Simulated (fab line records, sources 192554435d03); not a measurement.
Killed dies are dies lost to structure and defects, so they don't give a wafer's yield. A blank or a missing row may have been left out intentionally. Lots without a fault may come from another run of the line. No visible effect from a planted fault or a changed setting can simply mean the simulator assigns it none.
Chamber matching ; flow n5Finfet ; N5_BEOL_M10_CURE_71 on uvCure-03: 3 sister chambers
The step cures SiCOH lowk, time 240 s. 6 wafers are shown with their chamber, then 9 later ones without.

== WAFERS, EACH WITH ITS CHAMBER ==
wafer;chamber;wafer_temp_C_max;lampPowerPct (%)
L077.3;2;386.5;52.31
L077.4;2;386.8;52.30
L081.5;0;387.8;52.41
L081.6;0;387.1;52.33
L084.2;1;387.0;52.40
L084.6;1;387.6;52.40

== WAFERS WITHOUT THEIR CHAMBER ==
wafer;wafer_temp_C_max;lampPowerPct (%)
L087.1;386.4;52.33
L087.2;386.2;52.34
L087.3;386.3;52.26
L089.1;386.6;52.37
L089.4;386.6;52.29
L089.6;386.4;52.34
L091.1;387.5;52.36
L091.2;387.8;52.25
L091.3;386.9;52.49

== EACH ONE'S CHAMBER ==
wafer;from the rows above;in truth
L087.1;can't be placed: 2 or 0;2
L087.2;can't be placed: 2 or 0 or 1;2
L087.3;2;2
L089.1;can't be placed: 2 or 1 or 0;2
L089.4;2;2
L089.6;can't be placed: 2 or 0 or 1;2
L091.1;can't be placed: 0 or 1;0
L091.2;can't be placed: 2 or 0 or 1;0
L091.3;can't be placed: 1 or 0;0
Correct placement for 2 of the 9. Cannot be placed on the basis of these rows: 7; the candidates contain the true chamber in 7. 0 placed wrongly.
How it was worked out, from the rows above alone: a wafer's distance from a chamber is the root of the sum, over the readings, of the square of ((its reading less the chamber's mean) divided by the reading's scatter). If the next closest chamber is less than 2 further off than the closest, the wafer can't be placed; otherwise it belongs to the closest. The mean given for a chamber averages the wafers shown for that chamber. The scatter: the root of (the sum of the squares of (reading less its chamber's mean) over the shown wafers, divided by (wafers less chambers)).
